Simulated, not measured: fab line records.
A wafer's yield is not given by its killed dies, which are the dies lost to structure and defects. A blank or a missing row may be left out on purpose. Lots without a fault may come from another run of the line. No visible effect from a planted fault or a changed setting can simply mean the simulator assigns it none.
fab line records	flow n5-finfet
[record] lots = 7	wafers = 39
route steps=1938 shown WELL_APT@55 DUMMY_GATE@237 SD_EPI_N@267 HKMG_FIN@435 GATE_CUT@466
start-h: the number of hours between the record's first day and the start of the first shown wafer of the lot	wait-h: hours since the lot's step before	" unchanged from the row above	L1.1+2: one row covering several wafers at once	- either no value or no given start	* or withheld: withheld	< > ~ a bound
route shown NAME@n: a module of which the file shows steps, and the number in the route of the first	usual: mean/standard deviation of fault-free wafers	same: alike in all rows	chamber/n: place in a boat	sites: each site's reading	_std_site: standard deviation of those values	_edge_site: mean of outer sites minus mean of inner sites	radius-mm: for every site, how far away it sits from the centre of the wafer	mask NAME#n: copy n	behind: the most recent tool/chamber to have shaped the wafer	hold: reason for holding the lot/hours on hold/outcome of the hold	device: names the non-switching transistor (n, p or np)	end of line: the route-end tests of the same wafers	where a step has no rows: the recipe by itself	killed: dies lost to structure and defects at the first sort, not the wafer's yield	map: the dies of a wafer, with x for killed, . for not killed, _ for no die there
set.NAME: the setting the step ran with; set.NAME@STEP: the setting that earlier step ran with	model.NAME: the simulator's own value behind a step, which no gauge read
lots run with intentionally changed settings; tables by step, rows by wafer
[[steps]]
[step N5_WELL_APT_EPI_41]
[recipe] material = Si	target-thk-a = 500	temp-c = 650	precursor = SiH4/H2	pressure-torr = 20	time-s = 297.7
lot.wafer	tool	chamber	start-h	wait-h	set.target-thk-a	model.Si_of_WELL_APT_EPI_41.thk-nm
L075.1	epi-rpcvd-01	0	22.54	0.0	500	50.04
L075.2	"	0	"	"	530	53.49
L075.3	"	0	"	"	500	49.85
L075.4	"	0	"	"	530	52.92
L075.5	"	0	"	"	530	53.24
L075.6	"	0	"	"	500	49.97
L076.1	epi-rpcvd-01	0	28.24	0.0	532.8	54.65
L076.2	"	0	"	"	532.8	54.09
L076.3	"	0	"	"	500	50.53
L076.4	"	0	"	"	532.8	54.48
L076.5	"	0	"	"	500	50.84
L076.6	"	0	"	"	500	50.87
L080.1	epi-rpcvd-04	0	52.16	0.0	500	50.19
L080.2	"	0	"	"	500	49.83
L080.3	"	0	"	"	462.7	46.56
L080.4	"	0	"	"	500	50.23
L080.5	"	0	"	"	462.7	46.88
L080.6	"	0	"	"	462.7	46.74
L081.1	epi-rpcvd-01	0	58.53	0.0	500	50.59
L081.2	"	0	"	"	500	50.19
L081.3	"	0	"	"	500	50.47
L081.4	"	0	"	"	475.9	47.6
L081.5	"	0	"	"	475.9	47.7
L081.6	"	0	"	"	475.9	47.74
L091.1	epi-rpcvd-01	0	117.93	0.0	500	49.95
L091.2	"	0	"	"	521.5	52.34
L091.3	"	0	"	"	500	49.82
L091.4	"	0	"	"	521.5	51.72
L091.5	"	0	"	"	500	49.5
L091.6	"	0	"	"	521.5	51.83
L094.1	epi-rpcvd-04	0	136.15	0.0	500	50.16
L094.2	"	0	"	"	500	50
L094.3	"	0	"	"	500	49.55
L094.4	"	0	"	"	500	50.04
L094.5	"	0	"	"	500	49.97
L094.6	"	0	"	"	500	50.64
L097.1	epi-rpcvd-01	0	158.22	0.0	500	49.06
L097.4	"	0	"	"	500	50.01
L097.6	"	0	"	"	500	50.37
[step N5_DUMMY_GATE_ETCH_37]
[recipe] chemistry = N2/H2	target = SOC	target-depth-a = 600	overetch-a = 300	temp-c = 40	ion-energy-ev = 200	pressure-mtorr = 30	source-w = 840	bias-w = 150	n2-flow-sccm = 200	h2-flow-sccm = 200
[usual] rf-vpp-V = 524.6/2.3
lot.wafer	tool	chamber	start-h	wait-h	set.source-w	rf-vpp-V	model.SiARC_of_DUMMY_GATE_COAT_35.thk-nm
L075.1	rie-diel-02	0	51.80	0.0	711.2	554.6	5.4
L075.2	"	2	"	"	711.2	556.8	5.2
L075.3	"	2	"	"	840	525.3	4.8
L075.4	"	0	"	"	840	525.7	5
L075.5	"	2	"	"	711.2	554.9	5.2
L075.6	"	0	"	"	840	523.9	5
L076.1	rie-diel-05	3	60.33	0.0	919.8	512.3	4.8
L076.2	"	0	"	"	840	527.8	5
L076.3	"	1	"	"	919.8	508.3	4.8
L076.4	"	1	"	"	840	525.2	5
L076.5	"	3	"	"	919.8	511.9	4.8
L076.6	"	0	"	"	840	525.8	5.2
L080.1	rie-diel-02	2	86.60	0.0	840	526.3	4.8
L080.2	"	3	"	"	701.7	553.6	5.4
L080.3	"	1	"	"	701.7	562.0	5.4
L080.4	"	0	"	"	840	523.9	5
L080.5	"	3	"	"	840	522.4	5
L080.6	"	0	"	"	701.7	557.0	5.6
L081.1	rie-diel-02	3	88.59	0.0	840	522.6	4.8
L081.2	"	0	"	"	693	559.2	5.4
L081.3	"	2	"	"	693	558.2	5.2
L081.4	"	1	"	"	840	528.8	5
L081.5	"	1	"	"	840	528.9	4.8
L081.6	"	2	"	"	693	560.0	5.2
L091.1	rie-diel-06	3	151.77	0.0	679.7	559.5	5.6
L091.2	"	2	"	"	840	521.9	5
L091.3	"	1	"	"	679.7	560.5	5.6
L091.4	"	0	"	"	679.7	560.7	5.6
L091.5	"	2	"	"	840	522.3	5
L091.6	"	3	"	"	840	521.7	5
L094.1	rie-diel-05	2	166.55	0.0	840	520.6	5
L094.2	"	1	"	"	840	524.9	5
L094.3	"	0	"	"	840	527.2	5
L094.4	"	3	"	"	840	526.7	5.2
L094.5	"	0	"	"	840	527.8	5.2
L094.6	"	3	"	"	840	525.1	5.2
L097.1	rie-diel-06	3	186.84	0.0	840	520.5	5
L097.4	"	1	"	"	840	522.5	5
L097.6	"	0	"	"	840	523.9	5
[step N5_DUMMY_GATE_ETCH_31]
[recipe] chemistry = C4F6/O2	target = SiO2	mask-material = SOC	target-depth-a = 825	time-s = 27.5	ion-energy-ev = 250	pressure-mtorr = 30	source-w = 345	bias-w = 185	Ar_flow_sccm = 300	C4F6_flow_sccm = 10	O2_flow_sccm = 10
lot.wafer	tool	chamber	start-h	wait-h	set.target-depth-a	model.etch.depth-nm	model.SOC_of_DUMMY_GATE_COAT_34.thk-nm
L075.1	rie-diel-05	1	52.11	0.0	825	81.98	51.6
L075.2	"	2	"	"	825	79.91	51.8
L075.3	"	3	"	"	825	80.25	51.6
L075.4	"	1	"	"	825	81.45	51.8
L075.5	"	2	"	"	825	79.67	52
L075.6	"	3	"	"	825	81.22	51.4
L076.1	rie-diel-05	0	60.68	0.0	825	81.13	51.6
L076.2	"	3	"	"	825	81.37	51.8
L076.3	"	1	"	"	825	82.11	51.8
L076.4	"	0	"	"	825	80.14	52
L076.5	"	3	"	"	825	80.31	51.8
L076.6	"	1	"	"	825	81.85	51.8
L080.1	rie-diel-06	2	86.89	0.0	856.8	86.89	51.4
L080.2	"	3	"	"	825	82.88	51.6
L080.3	"	1	"	"	856.8	86.23	51.6
L080.4	"	0	"	"	856.8	84.91	51.4
L080.5	"	3	"	"	825	81.51	51.8
L080.6	"	2	"	"	825	82.37	52
L081.1	rie-diel-05	3	88.86	0.0	727.1	71.72	52.6
L081.2	"	2	"	"	727.1	73.13	52.8
L081.3	"	0	"	"	825	81.11	51.6
L081.4	"	1	"	"	825	81.91	51.4
L081.5	"	0	"	"	727.1	71.63	52.8
L081.6	"	3	"	"	825	81.15	51.6
L091.1	rie-diel-02	0	152.10	0.1	903.4	90.01	50.8
L091.2	"	2	"	"	903.4	92.31	50.6
L091.3	"	1	"	"	903.4	90.59	51
L091.4	"	3	"	"	825	84.81	51.4
L091.5	"	3	"	"	825	83.98	51.4
L091.6	"	0	"	"	825	81.77	51.4
L094.1	rie-diel-02	1	166.83	0.1	753.1	76.08	52.2
L094.2	"	2	"	"	825	85.27	51.2
L094.3	"	3	"	"	825	84.43	51.4
L094.4	"	0	"	"	753.1	74.47	52.4
L094.5	"	2	"	"	825	85.26	51.4
L094.6	"	1	"	"	753.1	76.52	52.2
L097.1	rie-diel-02	2	187.12	0.0	825	84.91	51.8
L097.4	"	0	"	"	825	82.33	52
L097.6	"	1	"	"	825	83.78	51.8
[step N5_SD_EPI_N_EXPOSE_06]
[recipe] mask-id = SD_N_BLK	na = 1.35	source-shape = conventional	sigma-outer = 0.8	polarization = unpolarized	target-cd-nm = 120	dose-mj = 39.75
lot.wafer	tool	chamber	start-h	wait-h	mask	set.dose-mj
L075.1+3+4	arfi-scanner-01	0	54.35	-	SD_N_BLK#0	39.75
L075.2+5+6	"	0	"	"	SD_N_BLK#0	38.52
L076.1+5+6	arfi-scanner-03	0	62.29	-	SD_N_BLK#0	42.46
L076.2+3+4	"	0	"	"	SD_N_BLK#0	39.75
L080.1+5+6	arfi-scanner-02	0	90.13	-	SD_N_BLK#0	39.75
L080.2+3+4	"	0	"	"	SD_N_BLK#0	37.54
L081.1+2+4	arfi-scanner-02	0	90.68	-	SD_N_BLK#0	39.75
L081.3+5+6	"	0	"	"	SD_N_BLK#0	42.79
L091.1+4+6	arfi-scanner-01	0	153.70	-	SD_N_BLK#0	37.26
L091.2+3+5	"	0	"	"	SD_N_BLK#0	39.75
L094.1+2+4	arfi-scanner-01	0	168.35	-	SD_N_BLK#0	38.18
L094.3+5+6	"	0	"	"	SD_N_BLK#0	39.75
L097.1+4+6	arfi-scanner-03	0	190.03	-	SD_N_BLK#0	39.75
[step N5_SD_EPI_N_PEB_07]
[recipe] peb-temp-c = 110	peb-time-s = 60	resist = CAR-ArF-block
[step N5_SD_EPI_N_DEVELOP_08]
[recipe] develop-time-s = 30	developer = TMAH	resist = CAR-ArF-block	dev-temp-c = 23	rinse-liquid = diw	dry = air-spin
[step N5_SD_EPI_N_CD_MEAS_09]
[recipe] target-cd-nm = 120	landing-energy-ev = 500	detector = se-inlens
[usual] cd-nm = 120.1/0.58
lot.wafer	tool	chamber	start-h	wait-h	set.dose-mj@SD_EPI_N_EXPOSE_06	cd-nm
L075.1	cd-sem-01	0	54.48	-	39.75	118.9
L075.2	"	0	"	"	38.52	117.4
L075.3	"	0	"	"	39.75	118.8
L075.4	"	0	"	"	39.75	119.2
L075.5	"	0	"	"	38.52	117.4
L075.6	"	0	"	"	38.52	117.4
L076.1	cd-sem-03	0	62.41	-	42.46	124.0
L076.2	"	0	"	"	39.75	119.9
L076.3	"	0	"	"	39.75	120.5
L076.4	"	0	"	"	39.75	119.3
L076.5	"	0	"	"	42.46	123.6
L076.6	"	0	"	"	42.46	124.4
L080.1	cd-sem-01	0	90.25	-	39.75	120.8
L080.2	"	0	"	"	37.54	117.0
L080.3	"	0	"	"	37.54	117.1
L080.4	"	0	"	"	37.54	117.1
L080.5	"	0	"	"	39.75	121.1
L080.6	"	0	"	"	39.75	120.3
L081.1	cd-sem-01	0	90.81	-	39.75	120.0
L081.2	"	0	"	"	39.75	120.1
L081.3	"	0	"	"	42.79	125.2
L081.4	"	0	"	"	39.75	119.2
L081.5	"	0	"	"	42.79	125.1
L081.6	"	0	"	"	42.79	125.4
L091.1	cd-sem-01	0	153.83	-	37.26	114.4
L091.2	"	0	"	"	39.75	119.7
L091.3	"	0	"	"	39.75	119.1
L091.4	"	0	"	"	37.26	113.9
L091.5	"	0	"	"	39.75	119.4
L091.6	"	0	"	"	37.26	115.0
L094.1	cd-sem-02	0	168.48	-	38.18	117.7
L094.2	"	0	"	"	38.18	117.3
L094.3	"	0	"	"	39.75	119.7
L094.4	"	0	"	"	38.18	117.6
L094.5	"	0	"	"	39.75	120.5
L094.6	"	0	"	"	39.75	120.2
L097.1	cd-sem-02	0	190.15	-	39.75	120.3
L097.4	"	0	"	"	39.75	121.0
L097.6	"	0	"	"	39.75	120.6
[step N5_SD_EPI_N_DESCUM_14]
[recipe] chemistry = O2	time-s = 7.9	source-power-w = 50	bias-power-w = 20	pressure-mtorr = 20	rf-frequency-hz = 2.712e+07	temp-c = 40	resist = CAR-ArF-block	o2-flow-sccm = 225
lot.wafer	tool	chamber	start-h	wait-h	set.dose-mj@SD_EPI_N_EXPOSE_06	model.SD_EPI_N.cd-nm
L075.1+3	rie-diel-04	2,1	54.57	0.0	39.75	119
L075.2	"	3	"	"	38.52	117.4
L075.4	"	2	"	"	39.75	119.2
L075.5+6	"	3,1	"	"	38.52	117.2
L076.1	rie-diel-03	3	62.50	0.0	42.46	124
L076.2+3	"	2,1	"	"	39.75	120
L076.4	"	0	"	"	39.75	119.2
L076.5	"	3	"	"	42.46	123.6
L076.6	"	2	"	"	42.46	124.2
L080.1	rie-diel-03	1	90.41	0.1	39.75	120.6
L080.2	"	0	"	"	37.54	117.2
L080.3+4	"	3,2	"	"	37.54	117
L080.5	"	2	"	"	39.75	121
L080.6	"	3	"	"	39.75	120
L081.1+2	rie-diel-01	1,0	90.95	0.1	39.75	120.2
L081.3+6	"	3	"	"	42.79	125.2
L081.4	"	1	"	"	39.75	119.6
L081.5	"	0	"	"	42.79	125.4
L091.1	rie-diel-03	1	154.25	0.4	37.26	114.8
L091.2+5	"	3,0	"	"	39.75	119.6
L091.3	"	0	"	"	39.75	119.4
L091.4	"	1	"	"	37.26	114.2
L091.6	"	3	"	"	37.26	115
L094.1	rie-diel-03	1	168.57	0.0	38.18	118.2
L094.2	"	3	"	"	38.18	117.2
L094.3+6	"	2	"	"	39.75	120
L094.4	"	1	"	"	38.18	117.4
L094.5	"	3	"	"	39.75	120.6
L097.1	rie-diel-03	2	190.52	0.3	39.75	120.4
L097.4	"	1	"	"	39.75	120.8
L097.6	"	2	"	"	39.75	120.6
[step N5_SD_EPI_N_ETCH_34]
[recipe] chemistry = CF4	target = SiARC	target-depth-a = 455	mask-material = CAR-ArF-block	time-s = 75.8	ion-energy-ev = 80	pressure-mtorr = 40	source-w = 545	bias-w = 36	Ar_flow_sccm = 100	cf4-flow-sccm = 100	ends = cleared
lot.wafer	tool	chamber	start-h	wait-h	set.dose-mj@SD_EPI_N_EXPOSE_06	model.SD_EPI_N.cd-nm
L075.1	rie-diel-04	2	54.60	0.0	39.75	118.8
L075.2+6	"	3,1	"	"	38.52	117.4
L075.3+4	"	1,2	"	"	39.75	119.2
L075.5	"	3	"	"	38.52	117.2
L076.1	rie-diel-03	3	62.53	0.0	42.46	124
L076.2	"	2	"	"	39.75	119.8
L076.3	"	1	"	"	39.75	120.2
L076.4	"	0	"	"	39.75	119.4
L076.5	"	3	"	"	42.46	123.6
L076.6	"	2	"	"	42.46	124.2
L080.1	rie-diel-03	1	90.45	0.0	39.75	120.4
L080.2	"	0	"	"	37.54	117.2
L080.3	"	3	"	"	37.54	117
L080.4	"	2	"	"	37.54	116.8
L080.5	"	2	"	"	39.75	121
L080.6	"	3	"	"	39.75	120
L081.1	rie-diel-01	1	90.98	0.0	39.75	120.2
L081.2	"	0	"	"	39.75	120.4
L081.3	"	3	"	"	42.79	125.2
L081.4	"	1	"	"	39.75	119.8
L081.5+6	"	0,3	"	"	42.79	125.4
L091.1	rie-diel-03	1	154.29	0.0	37.26	114.8
L091.2+5	"	3,0	"	"	39.75	119.6
L091.3	"	0	"	"	39.75	119.4
L091.4	"	1	"	"	37.26	114.2
L091.6	"	3	"	"	37.26	115
L094.1	rie-diel-03	1	168.60	0.0	38.18	118.2
L094.2	"	3	"	"	38.18	117.4
L094.3+6	"	2	"	"	39.75	120
L094.4	"	1	"	"	38.18	117.6
L094.5	"	3	"	"	39.75	120.6
L097.1	rie-diel-03	2	190.56	0.0	39.75	120.2
L097.4	"	1	"	"	39.75	121
L097.6	"	2	"	"	39.75	120.6
[step N5_SD_EPI_N_ETCH_35]
[recipe] chemistry = N2/H2	target = SOC	overetch-a = 1080	mask-material = SiARC	temp-c = 40	ion-energy-ev = 100	source-w = 3000	bias-w = 133	pressure-mtorr = 20	time-s = 486	n2-flow-sccm = 200	h2-flow-sccm = 200
lot.wafer	tool	chamber	start-h	wait-h	set.dose-mj@SD_EPI_N_EXPOSE_06	model.SD_EPI_N.cd-nm
L075.1	rie-diel-04	2	54.66	0.0	39.75	119.8
L075.2	"	3	"	"	38.52	117
L075.3	"	1	"	"	39.75	118.2
L075.4	"	2	"	"	39.75	119.6
L075.5	"	3	"	"	38.52	116.4
L075.6	"	1	"	"	38.52	117.6
L076.1	rie-diel-03	3	62.59	0.0	42.46	124.6
L076.2	"	2	"	"	39.75	119.6
L076.3	"	1	"	"	39.75	120.6
L076.4	"	0	"	"	39.75	119
L076.5	"	3	"	"	42.46	123.4
L076.6	"	2	"	"	42.46	123.8
L080.1	rie-diel-03	1	90.50	0.0	39.75	119.2
L080.2	"	0	"	"	37.54	116
L080.3	"	3	"	"	37.54	115.8
L080.4	"	2	"	"	37.54	115.6
L080.5	"	2	"	"	39.75	121
L080.6	"	3	"	"	39.75	119.6
L081.1	rie-diel-01	1	91.04	0.0	39.75	120.2
L081.2	"	0	"	"	39.75	120.4
L081.3+6	"	3	"	"	42.79	126
L081.4	"	1	"	"	39.75	119.6
L081.5	"	0	"	"	42.79	125
L091.1	rie-diel-03	1	154.34	0.0	37.26	114.6
L091.2+5	"	3,0	"	"	39.75	119.4
L091.3	"	0	"	"	39.75	119.2
L091.4	"	1	"	"	37.26	113.6
L091.6	"	3	"	"	37.26	114.8
L094.1	rie-diel-03	1	168.66	0.0	38.18	117.8
L094.2	"	3	"	"	38.18	117.2
L094.3	"	2	"	"	39.75	120
L094.4	"	1	"	"	38.18	118.6
L094.5	"	3	"	"	39.75	121
L094.6	"	2	"	"	39.75	119.2
L097.1	rie-diel-03	2	190.61	0.0	39.75	119.4
L097.4	"	1	"	"	39.75	121
L097.6	"	2	"	"	39.75	120.6
[step N5_SD_EPI_N_STRIP_36]
[recipe] chemistry = N2/H2	temp-c = 40	n2-flow-sccm = 200	h2-flow-sccm = 200	rf-frequency-hz = 6e+07
[step N5_SD_EPI_N_ETCHBACK_44]
[recipe] chemistry = CH3F/O2	mode = anisotropic-etchback	target = SiNx	target-depth-a = 145	stop-on = SiO2	over-etch-frac = 0.3	ion-energy-ev = 120	pressure-mtorr = 30	source-w = 395	bias-w = 73	Ar_flow_sccm = 150	CH3F_flow_sccm = 30	O2_flow_sccm = 20
lot.wafer	tool	chamber	start-h	wait-h	set.dose-mj@SD_EPI_N_EXPOSE_06	model.SD_EPI_N.cd-nm
L075.1	rie-diel-04	2	54.98	0.0	39.75	119.8
L075.2	"	3	"	"	38.52	117
L075.3	"	1	"	"	39.75	118.2
L075.4	"	2	"	"	39.75	119.6
L075.5	"	3	"	"	38.52	116.4
L075.6	"	1	"	"	38.52	117.6
L076.1	rie-diel-03	3	62.91	0.0	42.46	124.6
L076.2	"	2	"	"	39.75	119.6
L076.3	"	1	"	"	39.75	120.6
L076.4	"	0	"	"	39.75	119
L076.5	"	3	"	"	42.46	123.4
L076.6	"	2	"	"	42.46	123.8
L080.1	rie-diel-03	1	90.83	0.0	39.75	119.2
L080.2	"	0	"	"	37.54	116
L080.3	"	3	"	"	37.54	115.8
L080.4	"	2	"	"	37.54	115.6
L080.5	"	2	"	"	39.75	121
L080.6	"	3	"	"	39.75	119.6
L081.1	rie-diel-01	1	91.36	0.0	39.75	120.2
L081.2	"	0	"	"	39.75	120.4
L081.3+6	"	3	"	"	42.79	126
L081.4	"	1	"	"	39.75	119.4
L081.5	"	0	"	"	42.79	125
L091.1	rie-diel-03	1	154.67	0.0	37.26	114.6
L091.2+5	"	3,0	"	"	39.75	119.4
L091.3	"	0	"	"	39.75	119.2
L091.4	"	1	"	"	37.26	113.6
L091.6	"	3	"	"	37.26	114.8
L094.1	rie-diel-03	1	168.98	0.0	38.18	117.8
L094.2	"	3	"	"	38.18	117.2
L094.3	"	2	"	"	39.75	120
L094.4	"	1	"	"	38.18	118.6
L094.5	"	3	"	"	39.75	121
L094.6	"	2	"	"	39.75	119.2
L097.1	rie-diel-03	2	190.94	0.0	39.75	119.4
L097.4	"	1	"	"	39.75	121
L097.6	"	2	"	"	39.75	120.4
[step N5_HKMG_FIN_ETCH_32]
[recipe] chemistry = N2/H2	target = SOC	target-depth-a = 2400	temp-c = 40	time-s = 300	ion-energy-ev = 200	mask-material = SiARC	pressure-mtorr = 30	source-w = 840	bias-w = 150	n2-flow-sccm = 200	h2-flow-sccm = 200
lot.wafer	tool	chamber	start-h	wait-h	set.target-depth-a	model.etch.depth-nm	model.HKMG_FIN.feature-depth-nm	model.SiARC_of_HKMG_FIN_COAT_30.thk-nm
L075.1	rie-diel-01	2	82.67	0.0	2400	237.2	237.2	21.4
L075.2	"	0	"	"	2400	244.3	244.2	21
L075.3	"	1	"	"	2400	247.7	247.6	20.8
L075.4	"	0	"	"	2104	214.6	214.6	22.8
L075.5	"	2	"	"	2104	205.9	206	23.2
L075.6	"	1	"	"	2104	217.7	217.6	22.4
L076.1	rie-diel-04	3	90.34	0.0	2400	235.3	235.4	21.6
L076.2	"	0	"	"	2400	241.5	241.4	21
L076.3	"	1	"	"	2400	238.2	238.2	21.6
L076.4	"	2	"	"	2400	242.8	242.8	21.4
L076.5	"	3	"	"	2400	235	235	21.8
L076.6	"	0	"	"	2400	239.7	239.6	21
L080.1	rie-diel-03	2	116.07	0.0	2400	237.8	237.8	21.4
L080.2	"	1	"	"	2400	242.6	242.6	21
L080.3	"	0	"	"	2099	212	212	22.8
L080.4	"	3	"	"	2099	210.6	210.6	23
L080.5	"	0	"	"	2400	242.3	242.4	21.2
L080.6	"	1	"	"	2099	212.9	213	22.8
L081.1	rie-diel-03	0	116.68	0.0	2604	263.4	263.4	19.8
L081.2	"	2	"	"	2400	237.9	238	21.4
L081.3	"	3	"	"	2400	241.8	241.8	21
L081.4	"	1	"	"	2400	242.9	243	21
L081.5	"	1	"	"	2604	264.8	264.8	19.6
L081.6	"	0	"	"	2604	263.2	263.2	19.8
L091.1	rie-diel-01	0	180.37	0.0	2400	240.5	240.6	21
L091.2	"	2	"	"	2582	259.8	259.8	20
L091.3	"	3	"	"	2582	265.5	265.4	19.8
L091.4	"	1	"	"	2582	262.3	262.2	19.6
L091.5	"	2	"	"	2400	245.6	245.6	20.8
L091.6	"	3	"	"	2400	245.2	245.2	20.8
L094.1	rie-diel-01	2	196.06	0.0	2135	216.4	216.4	22.6
L094.2	"	3	"	"	2400	244.1	244	21.2
L094.3	"	1	"	"	2135	217.3	217.4	22.4
L094.4	"	0	"	"	2135	212.9	212.8	22.8
L094.5	"	1	"	"	2400	241.2	241.2	21
L094.6	"	0	"	"	2400	240.1	240.2	21.2
L097.1	rie-diel-01	0	232.94	0.0	2400	239.4	239.4	21.2
L097.4	"	3	"	"	2400	246.7	246.8	21
L097.6	"	3	"	"	2400	245.8	245.8	21
[step N5_GATE_CUT_ETCH_56]
[recipe] chemistry = Cl2/Ar	target = TiN	target-depth-a = 216	pressure-mtorr = 10	icp-w = 600	bias-w = 60	Cl2_flow_sccm = 40	Ar_flow_sccm = 60
lot.wafer	tool	chamber	start-h	wait-h	set.icp-w	model.etch.depth-nm
L075.1	rie-metal-02	1	87.11	0.1	669.7	24.35
L075.2	"	0	"	"	600	21.72
L075.3+6	"	1	"	"	600	22.32
L075.4	"	0	"	"	669.7	23.96
L075.5	"	0	"	"	669.7	23.99
L076.1	rie-metal-01	0	94.79	0.1	600	21.9
L076.2	"	1	"	"	600	22.16
L076.3	"	1	"	"	600	22.27
L076.4	"	0	"	"	600	22.06
L076.5	"	1	"	"	600	22.1
L076.6	"	0	"	"	600	21.97
L080.1	rie-metal-02	0	120.60	0.1	600	21.75
L080.2	"	1	"	"	535.8	20.14
L080.3	"	0	"	"	600	21.76
L080.4	"	1	"	"	535.8	20.12
L080.5	"	1	"	"	600	22.18
L080.6	"	0	"	"	535.8	19.9
L081.1+4	rie-metal-03	1	121.11	0.1	600	22.07
L081.2+6	"	0	"	"	600	21.87
L081.3	"	0	"	"	600	22.01
L081.5	"	1	"	"	600	22.08
L091.1	rie-metal-03	0	185.11	0.1	600	21.77
L091.2	"	1	"	"	600	21.48
L091.3	"	1	"	"	600	21.71
L091.4	"	0	"	"	600	21.58
L091.5	"	1	"	"	600	21.55
L091.6	"	0	"	"	600	21.65
L094.1	rie-metal-03	1	200.59	0.1	600	21.83
L094.2	"	0	"	"	550.7	20.31
L094.3	"	1	"	"	600	21.98
L094.4	"	0	"	"	550.7	20.38
L094.5	"	0	"	"	600	21.88
L094.6	"	1	"	"	550.7	20.26
L097.1	rie-metal-01	1	237.65	0.1	600	22.29
L097.4	"	1	"	"	600	22.27
L097.6	"	1	"	"	600	22.32
[[key]]
[split] step = N5_WELL_APT_EPI_41	setting = target-thk-a	stated = 500	by = wafer
[response] step = N5_WELL_APT_EPI_41	reading = model.Si_of_WELL_APT_EPI_41.thk-nm	change = +0.517	per = 1%	r = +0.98
[split] step = N5_DUMMY_GATE_ETCH_37	setting = source-w	stated = 840	by = wafer
[response] step = N5_DUMMY_GATE_ETCH_37	reading = rf-vpp-V	change = -1.94	per = 1%	r = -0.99
[response] step = N5_DUMMY_GATE_ETCH_37	reading = model.SiARC_of_DUMMY_GATE_COAT_35.thk-nm	change = -0.0275	per = 1%	r = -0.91
[split] step = N5_DUMMY_GATE_ETCH_31	setting = target-depth-a	stated = 825	by = wafer
[response] step = N5_DUMMY_GATE_ETCH_31	reading = model.etch.depth-nm	change = +0.857	per = 1%	r = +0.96
[response] step = N5_DUMMY_GATE_ETCH_31	reading = model.SOC_of_DUMMY_GATE_COAT_34.thk-nm	change = -0.0912	per = 1%	r = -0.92
[split] step = N5_SD_EPI_N_EXPOSE_06	setting = dose-mj	stated = 39.75	by = wafer
[response] step = N5_SD_EPI_N_CD_MEAS_09	reading = cd-nm	change = +0.679	per = 1%	r = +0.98
[response] step = N5_SD_EPI_N_DESCUM_14	reading = model.SD_EPI_N.cd-nm	change = +0.672	per = 1%	r = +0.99
[response] step = N5_SD_EPI_N_ETCH_34	reading = model.SD_EPI_N.cd-nm	change = +0.663	per = 1%	r = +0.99
[response] step = N5_SD_EPI_N_ETCH_35	reading = model.SD_EPI_N.cd-nm	change = +0.705	per = 1%	r = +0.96
[response] step = N5_SD_EPI_N_ETCHBACK_44	reading = model.SD_EPI_N.cd-nm	change = +0.708	per = 1%	r = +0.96
[split] step = N5_HKMG_FIN_ETCH_32	setting = target-depth-a	stated = 2400	by = wafer
[response] step = N5_HKMG_FIN_ETCH_32	reading = model.etch.depth-nm	change = +2.43	per = 1%	r = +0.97
[response] step = N5_HKMG_FIN_ETCH_32	reading = model.HKMG_FIN.feature-depth-nm	change = +2.43	per = 1%	r = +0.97
[response] step = N5_HKMG_FIN_ETCH_32	reading = model.SiARC_of_HKMG_FIN_COAT_30.thk-nm	change = -0.14	per = 1%	r = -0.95
[split] step = N5_GATE_CUT_ETCH_56	setting = icp-w	stated = 600	by = wafer
[response] step = N5_GATE_CUT_ETCH_56	reading = model.etch.depth-nm	change = +0.176	per = 1%	r = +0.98
